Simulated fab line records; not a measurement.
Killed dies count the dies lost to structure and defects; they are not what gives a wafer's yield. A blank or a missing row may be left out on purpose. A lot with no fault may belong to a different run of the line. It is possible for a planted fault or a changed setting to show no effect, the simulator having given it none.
fab line records -- flow nand-harc
[record] lots = 7, wafers = 21, last-day = 33
route steps=1302 shown A_CHANNEL_HOLE_D1@483 A_CHANNEL_FILL_D1@490 END@1302
lots untouched by any fault: they come from a run of this same line in which no faults occurred
start-h: start of the lot's first displayed wafer, in hours after the record's first day -- wait-h: hours since the lot's step before -- " repeats the value in the row above -- L1.1+2: a single row standing in for several wafers -- - no value, or no start was given -- * or withheld: withheld -- < > ~ a bound
route shown NAME@n: a module of which the file shows steps, and the number in the route of the first -- usual: mean/standard deviation of fault-free wafers -- same: alike in all rows -- chamber/n: place in a boat -- sites: per-site readings -- _std_site: standard deviation of those values -- _edge_site: mean of outer sites minus mean of inner sites -- radius-mm: how far each site lies from the wafer's centre -- mask NAME#n: copy n -- behind: the tool/chamber that last shaped the wafer -- hold: what put the lot on hold/how long, in hours/how the hold closed -- device: whichever transistor did not switch (one of n, p or np) -- end of line: the same wafers' tests at the end of the route -- a step without rows: its recipe alone -- killed: dies that structure and defects cost at the first sort, which is not the same as the wafer's yield -- map: a wafer's dies, marking killed ones x, the rest . and places with no die _
set.NAME: the setting the step ran with; set.NAME@STEP: the setting that earlier step ran with -- model.NAME: the simulator's own value behind a step, which no gauge read
certain route steps with their lots: each step a table, each wafer a row
services: a tool's chamber out of use, with start hour (start-h, from the record's first day; less than 0 if before it), hours out, and reason
[[steps]]
[step NHARC_A_CHANNEL_HOLE_D1_ETCH_44]
[recipe] target-depth-a = 1400, overetch-a = 140, time-s = 77, ion-energy-ev = 100, cf4-flow-sccm = 80, o2-flow-sccm = 20, ar-flow-sccm = 0, rf-w = 300, bias-w = 100, chemistry = CF4/O2
[step NHARC_A_CHANNEL_HOLE_D1_STRIP_27]
[recipe] o2-flow-sccm = 500, ar-flow-sccm = 0, bias-w = 0, chemistry = O2
[usual] drypump-motor-current-A = 5.7/0.36, oes-product-au = 0.998/0.0076, rf-vpp-V = 57.8/0.83, showerhead-plenum-p-Torr = 3.55/0.12, throttle-valve-pct = 17.035/0.0087
lot.wafer,tool,chamber,start-h,wait-h,drypump-motor-current-A,oes-product-au,rf-hours-counter-h,rf-vpp-V,showerhead-plenum-p-Torr,throttle-valve-pct
L945.3,rie-diel-12,0,-,-,6.0,0.997,9,57.4,3.73,17.030
L945.5,rie-diel-12,2,-,-,5.4,0.979,-,58.2,3.53,17.056
L945.6,rie-diel-12,3,-,-,5.9,0.988,-,58.6,3.68,17.038
L946.4,rie-diel-12,1,-,-,5.1,1.007,11,58.9,3.59,17.046
L946.3,rie-diel-12,3,-,-,5.9,0.990,10,57.7,3.68,17.038
L946.5,rie-diel-12,0,-,-,6.0,0.991,-,57.2,3.73,17.038
L947.2,rie-diel-12,0,-,-,6.0,0.994,11,57.3,3.73,17.029
L947.5,rie-diel-12,2,-,-,5.3,0.984,-,58.1,3.53,17.031
L947.6,rie-diel-12,3,-,-,5.9,0.995,-,58.3,3.68,17.029
L948.1,rie-diel-03,2,-,-,6.1,0.995,45,58.0,3.39,17.031
L948.6,rie-diel-03,1,-,-,5.4,1.001,-,59.6,3.56,17.041
L948.4,rie-diel-03,3,-,-,5.6,1.004,-,58.9,3.54,17.038
L959.1,rie-diel-03,1,-,-,5.4,0.991,16,58.2,3.54,17.039
L959.2,rie-diel-03,3,-,-,5.5,1.001,18,55.7,3.53,17.018
L959.6,rie-diel-03,1,-,-,5.4,0.988,-,57.0,3.54,17.039
L960.1,rie-diel-06,1,-,-,6.5,0.990,12,56.2,3.43,17.034
L960.4,rie-diel-06,0,-,-,5.8,1.001,14,56.4,3.42,17.057
L960.6,rie-diel-06,1,-,-,6.5,1.003,-,57.7,3.43,17.039
L965.4,rie-diel-03,0,-,-,5.8,0.998,34,58.2,3.44,17.027
L965.3,rie-diel-03,1,-,-,5.5,1.000,29,56.7,3.53,17.030
L965.6,rie-diel-03,0,-,-,5.8,1.008,-,57.7,3.44,17.041
[step NHARC_A_CHANNEL_HOLE_D1_PRECLEAN_28]
[recipe] time-s = *, temp-c = 50, bath-age-min = 0, chemistry = SC1
[step NHARC_A_CHANNEL_HOLE_D1_SRD_29]
[step NHARC_A_CHANNEL_HOLE_D1_CD_MEAS_30]
[usual] cd-nm = 89.9/1
lot.wafer,tool,chamber,start-h,wait-h,cd-nm
L945.3,cd-sem-03,-,202.69,-,91.3
L945.5,cd-sem-03,-,202.69,-,89.7
L945.6,cd-sem-03,-,202.69,-,90.4
L946.3,cd-sem-02,-,219.51,-,91.1
L946.4,cd-sem-02,-,219.51,-,88.5
L946.5,cd-sem-02,-,219.51,-,88.8
L947.2,cd-sem-03,-,221.85,-,90.6
L947.5,cd-sem-03,-,221.85,-,89.3
L947.6,cd-sem-03,-,221.85,-,90.4
L948.1,cd-sem-03,-,230.16,0.1,88.9
L948.4,cd-sem-03,-,230.16,0.1,87.3
L948.6,cd-sem-03,-,230.16,0.1,88.3
L959.1,cd-sem-03,-,342.18,-,90.8
L959.2,cd-sem-03,-,342.18,-,89.7
L959.6,cd-sem-03,-,342.18,-,90.5
L960.1,cd-sem-03,-,356.04,-,91.6
L960.4,cd-sem-03,-,356.04,-,91.0
L960.6,cd-sem-03,-,356.04,-,90.5
L965.3,cd-sem-03,-,399.52,-,89.7
L965.4,cd-sem-03,-,399.52,-,89.8
L965.6,cd-sem-03,-,399.52,-,90.3
[step NHARC_A_CHANNEL_HOLE_D1_XSEM_31]
[recipe] landing-energy-ev = 35000
[usual] bot-cd-nm = 74.6/1.1, bow-nm = 8.65/0.3, tilt-deg = 0.08/0.046
[same] landing-energy-ev = 35000
lot.wafer,tool,chamber,start-h,wait-h,bot-cd-nm,bow-nm,tilt-deg
L945.3,xsem-01,0,202.78,0.1,74.7,8.87,0.13
L945.5,xsem-01,0,202.78,0.1,73.5,8.89,0.14
L945.6,xsem-01,0,202.78,0.1,73.7,8.84,0.14
L946.3,xsem-02,0,219.61,0.1,74.3,8.98,0.07
L946.4,xsem-02,0,219.61,0.1,72.7,8.91,0.07
L946.5,xsem-02,0,219.61,0.1,72.1,8.84,0.07
L947.2,xsem-01,0,221.94,0.1,75.5,8.15,0.04
L947.5,xsem-01,0,221.94,0.1,74.7,8.03,0.04
L947.6,xsem-01,0,221.94,0.1,75.6,8.12,0.05
L948.1,xsem-01,0,230.25,0.1,73.9,8.76,0.11
L948.4,xsem-01,0,230.25,0.1,72.2,8.78,0.11
L948.6,xsem-01,0,230.25,0.1,73.5,8.82,0.11
L959.1,xsem-01,0,342.27,0.1,75.8,8.34,0.01
L959.2,xsem-01,0,342.27,0.1,75.4,8.46,0.01
L959.6,xsem-01,0,342.27,0.1,76.0,8.41,0.01
L960.1,xsem-01,0,356.12,0.1,75.5,8.82,0.10
L960.4,xsem-01,0,356.12,0.1,75.0,8.86,0.11
L960.6,xsem-01,0,356.12,0.1,74.4,8.74,0.10
L965.3,xsem-02,0,399.61,0.1,74.7,7.97,0.04
L965.4,xsem-02,0,399.61,0.1,75.2,7.99,0.04
L965.6,xsem-02,0,399.61,0.1,75.2,7.98,0.04
[step NHARC_A_CHANNEL_HOLE_D1_INSPECT_40]
[usual] raw-defect-count = 67/26
lot.wafer,tool,chamber,start-h,wait-h,raw-defect-count
L945.3,defect-inspect-01,-,202.87,-,42
L945.5,defect-inspect-01,-,202.87,-,42
L945.6,defect-inspect-01,-,202.87,-,31
L946.3,defect-inspect-02,-,219.70,-,59
L946.4,defect-inspect-02,-,219.70,-,78
L946.5,defect-inspect-02,-,219.70,-,54
L947.2,defect-inspect-01,-,222.03,-,85
L947.5,defect-inspect-01,-,222.03,-,94
L947.6,defect-inspect-01,-,222.03,-,111
L948.1,defect-inspect-01,-,230.35,-,43
L948.4,defect-inspect-01,-,230.35,-,42
L948.6,defect-inspect-01,-,230.35,-,38
L959.1,defect-inspect-01,-,342.36,-,69
L959.2,defect-inspect-01,-,342.36,-,56
L959.6,defect-inspect-01,-,342.36,-,62
L960.1,defect-inspect-02,-,356.22,-,42
L960.4,defect-inspect-02,-,356.22,-,58
L960.6,defect-inspect-02,-,356.22,-,53
L965.3,defect-inspect-02,-,399.70,-,31
L965.4,defect-inspect-02,-,399.70,-,38
L965.6,defect-inspect-02,-,399.70,-,41
[step NHARC_A_CHANNEL_FILL_D1_PRECLEAN_00]
[recipe] time-s = *, temp-c = 50, bath-age-min = 0, chemistry = SC1
[step NHARC_A_CHANNEL_FILL_D1_SRD_01]
[step NHARC_A_CHANNEL_FILL_D1_ALD_02]
[recipe] target-thk-a = 60, pulse-time-s = 10, ald-cycles = 60, temp-c = 300, material = SiO2
[step NHARC_A_CHANNEL_FILL_D1_ALD_03]
[recipe] target-thk-a = 60, pulse-time-s = 60, ald-cycles = 58, temp-c = 630, pressure-torr = 2, material = SiNx
[usual] ald-cycles = 58/0, precursor-pulse-height-rel = 0.998/0.02
lot.wafer,tool,chamber,start-h,wait-h,ald-cycles,precursor-pulse-height-rel
L945.3,ald-sin-batch-01,0,-,-,58,1.019
L945.5,ald-sin-batch-01,0,-,-,58,0.997
L945.6,ald-sin-batch-01,0,-,-,58,1.031
L946.3,ald-sin-batch-02,0,-,-,58,0.951
L946.4,ald-sin-batch-02,0,-,-,58,1.005
L946.5,ald-sin-batch-02,0,-,-,58,1.009
L947.2,ald-sin-batch-01,0,-,-,58,0.996
L947.5,ald-sin-batch-01,0,-,-,58,0.982
L947.6,ald-sin-batch-01,0,-,-,58,0.984
L948.1,ald-sin-batch-02,0,-,-,58,1.019
L948.4,ald-sin-batch-02,0,-,-,58,1.030
L948.6,ald-sin-batch-02,0,-,-,58,0.986
L959.1,ald-sin-batch-02,0,-,-,58,0.985
L959.2,ald-sin-batch-02,0,-,-,58,1.004
L959.6,ald-sin-batch-02,0,-,-,58,1.005
L960.1,ald-sin-batch-01,0,-,-,58,0.978
L960.4,ald-sin-batch-01,0,-,-,58,0.993
L960.6,ald-sin-batch-01,0,-,-,58,0.967
L965.3,ald-sin-batch-02,0,-,-,58,0.969
L965.4,ald-sin-batch-02,0,-,-,58,0.996
L965.6,ald-sin-batch-02,0,-,-,58,1.012
[step NHARC_A_CHANNEL_FILL_D1_ALD_14]
[recipe] target-thk-a = 25, pulse-time-s = 10, ald-cycles = 25, temp-c = 300, material = SiO2
[usual] ald-cycles = 25/0, heater-power-w = 457/57, precursor-pulse-height-rel = 0.998/0.02
lot.wafer,tool,chamber,start-h,wait-h,ald-cycles,heater-power-w,precursor-pulse-height-rel
L945.3,ald-hk-01,3,209.39,0.0,25,507,1.008
L945.5,ald-hk-01,3,209.39,0.0,25,514,1.031
L945.6,ald-hk-01,0,209.39,0.0,25,398,1.020
L946.4,ald-hk-01,1,227.91,1.1,25,405,0.981
L946.3,ald-hk-01,2,227.91,1.1,25,495,1.018
L946.5,ald-hk-01,1,227.91,1.1,25,405,0.981
L947.2,ald-hk-01,0,230.51,0.9,25,388,1.010
L947.5,ald-hk-01,2,230.51,0.9,25,488,0.999
L947.6,ald-hk-01,3,230.51,0.9,25,513,0.982
L948.1,ald-hk-04,1,240.63,0.1,25,358,1.005
L948.4,ald-hk-04,2,240.63,0.1,25,504,0.990
L948.6,ald-hk-04,1,240.63,0.1,25,355,0.985
L959.1,ald-hk-04,3,349.63,0.1,25,485,1.003
L959.2,ald-hk-04,0,349.63,0.1,25,434,1.005
L959.6,ald-hk-04,1,349.63,0.1,25,369,0.999
L960.1,ald-hk-04,0,363.98,0.1,25,425,1.030
L960.4,ald-hk-04,1,363.98,0.1,25,361,1.012
L960.6,ald-hk-04,3,363.98,0.1,25,497,1.011
L965.3,ald-hk-01,3,406.96,0.1,25,511,1.010
L965.4,ald-hk-01,1,406.96,0.1,25,430,1.009
L965.6,ald-hk-01,3,406.96,0.1,25,507,0.952
[step NHARC_A_CHANNEL_FILL_D1_ALD_15]
[recipe] target-thk-a = 20, pulse-time-s = 60, ald-cycles = 19, temp-c = 630, pressure-torr = 2, material = SiNx
[usual] ald-cycles = 19/0, precursor-pulse-height-rel = 0.999/0.018
lot.wafer,tool,chamber,start-h,wait-h,ald-cycles,precursor-pulse-height-rel
L945.3,ald-sin-batch-01,0,212.50,-,19,0.990
L945.5,ald-sin-batch-01,0,212.50,-,19,0.986
L945.6,ald-sin-batch-01,0,212.50,-,19,0.999
L946.3,ald-sin-batch-01,0,231.00,-,21,1.011
L946.4,ald-sin-batch-01,0,231.00,-,21,1.011
L946.5,ald-sin-batch-01,0,231.00,-,21,0.991
L947.2,ald-sin-batch-01,0,231.00,-,21,1.006
L947.5,ald-sin-batch-01,0,231.00,-,21,0.975
L947.6,ald-sin-batch-01,0,231.00,-,21,0.994
L948.1,ald-sin-batch-01,0,243.98,3.3,21,1.007
L948.4,ald-sin-batch-01,0,243.98,3.3,21,1.001
L948.6,ald-sin-batch-01,0,243.98,3.3,21,0.967
L959.1,ald-sin-batch-01,0,352.68,-,19,1.002
L959.2,ald-sin-batch-01,0,352.68,-,19,1.029
L959.6,ald-sin-batch-01,0,352.68,-,19,0.974
L960.1,ald-sin-batch-01,0,367.03,-,19,0.991
L960.4,ald-sin-batch-01,0,367.03,-,19,0.987
L960.6,ald-sin-batch-01,0,367.03,-,19,1.010
L965.3,ald-sin-batch-01,0,410.04,-,19,0.977
L965.4,ald-sin-batch-01,0,410.04,-,19,1.009
L965.6,ald-sin-batch-01,0,410.04,-,19,0.993
[step NHARC_A_CHANNEL_FILL_D1_ALD_16]
[recipe] target-thk-a = 15, pulse-time-s = 10, ald-cycles = 15, temp-c = 300, material = SiO2
[usual] ald-cycles = 15/0, heater-power-w = 471/59, precursor-pulse-height-rel = 1.000/0.019
lot.wafer,tool,chamber,start-h,wait-h,ald-cycles,heater-power-w,precursor-pulse-height-rel
L945.3,ald-hk-01,1,214.62,0.1,15,400,0.986
L945.5,ald-hk-01,2,214.62,0.1,15,490,0.997
L945.6,ald-hk-01,3,214.62,0.1,15,505,1.034
L947.2,ald-hk-01,0,233.77,0.7,15,387,0.964
L947.6,ald-hk-01,0,233.77,0.7,15,399,0.990
L947.5,ald-hk-01,1,233.77,0.7,15,416,0.993
L946.3,ald-hk-01,1,233.95,0.9,15,404,1.007
L946.4,ald-hk-01,2,233.95,0.9,15,492,0.993
L946.5,ald-hk-01,1,233.95,0.9,15,401,0.993
L948.4,ald-hk-01,0,246.05,0.0,15,391,0.951
L948.1,ald-hk-01,3,246.05,0.0,15,523,1.013
L948.6,ald-hk-01,1,246.05,0.0,15,411,1.019
L959.2,ald-hk-03,3,354.78,0.1,15,532,1.006
L959.1,ald-hk-03,0,354.78,0.1,15,487,0.969
L959.6,ald-hk-03,2,354.78,0.1,15,544,1.006
L960.4,ald-hk-04,3,371.21,2.2,15,488,1.012
L960.1,ald-hk-04,0,371.21,2.2,15,430,0.978
L960.6,ald-hk-04,1,371.21,2.2,15,353,1.016
L965.3,ald-hk-03,0,412.15,0.1,15,475,0.984
L965.4,ald-hk-03,1,412.15,0.1,15,428,0.991
L965.6,ald-hk-03,3,412.15,0.1,15,540,1.019
[step NHARC_END_SORT_01]
[recipe] temp-c = 25
[usual] killed-at-array = 50/18, killed-at-other = 0.8/1.1, killed-at-periphery = 4.1/2.9, killed-dies = 55/18, killed-open = 3.5/1.9, killed-short = 2.4/1.5
[same] gross-dies = 677
lot.wafer,tool,chamber,start-h,wait-h,killed-at-array,killed-at-other,killed-at-periphery,killed-dies,killed-open,killed-short
L959.1,prober-01,0,710.99,2.5,33,0,1,34,4,2
// killed by level:class
L959.1 A_CHANNEL_HOLE_D2:chamber-film-flake=12 A_CHANNEL_HOLE_D1:chamber-film-flake=5 A_SLIT:chamber-film-flake=4 A_CONTACT:chamber-film-flake=3 A_ONON_D1:geometric-particle:short=1 A_ONON_D1:geometric-particle:open=1 A_DECK1_JOINT:geometric-particle:open=1 A_ONON_D2:geometric-particle:short=1
[[services]]
tool,chamber,start-h,hours,kind
rie-diel-03,0,183.20,36.3,repair
ald-sin-batch-02,-,206.54,2.4,repair
ald-hk-03,-,214.83,1.1,repair
ald-hk-03,-,217.40,10.0,pm
rie-diel-03,0,228.23,12.8,repair
rie-diel-03,3,239.69,9.6,repair
rie-diel-12,-,255.20,0.8,repair
ald-sin-batch-02,-,266.00,26.0,pm
rie-diel-12,-,268.69,9.0,pm
rie-diel-06,-,273.33,0.4,repair
rie-diel-03,-,281.40,9.0,pm
ald-hk-01,-,298.65,10.0,pm
ald-hk-01,0,298.65,10.0,vent-cycle
ald-hk-01,1,298.65,10.0,vent-cycle
ald-hk-01,2,298.65,10.0,vent-cycle
ald-hk-01,3,298.65,10.0,vent-cycle
rie-diel-06,-,307.25,9.0,pm
rie-diel-12,2,330.61,4.0,repair
rie-diel-03,3,359.65,8.8,repair
rie-diel-06,-,364.08,3.8,repair
xsem-01,-,374.00,14.0,pm
rie-diel-06,1,377.40,2.7,repair
ald-hk-03,-,395.40,10.0,pm
rie-diel-12,-,403.81,0.6,repair
[[key]]
[first-sign] step = NHARC_A_CHANNEL_FILL_D1_ALD_15, reading = ald-cycles, direction = up, sigmas = 99+, usual = 19, struck = 21
effect none on later readings
met-at NHARC_A_CHANNEL_FILL_D1_ALD_15
struck-wafers L946.3,L946.4,L946.5,L947.2,L947.5,L947.6,L948.1,L948.4,L948.6
tester-left-out L946,L947,L948
onset-between 212.50 231.00
[fault] kind = process-parameter-drift, tool = ald-sin-batch-01, chamber = -, onset-h = 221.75, steps = NHARC_A_CHANNEL_FILL_D1_ALD_15, channel = ald-cycles, offset = 2, shape = step, end-h = 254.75, acts-in = these-recipes-only, stated = 19
// tester-left-out: of these lots the tester's yield and bins aren't shown, on N5 and GAA mostly nor the transistor test; their killed dies are dies lost to structure and defects alone, not to doping, threshold or leakage, so they don't give the yield
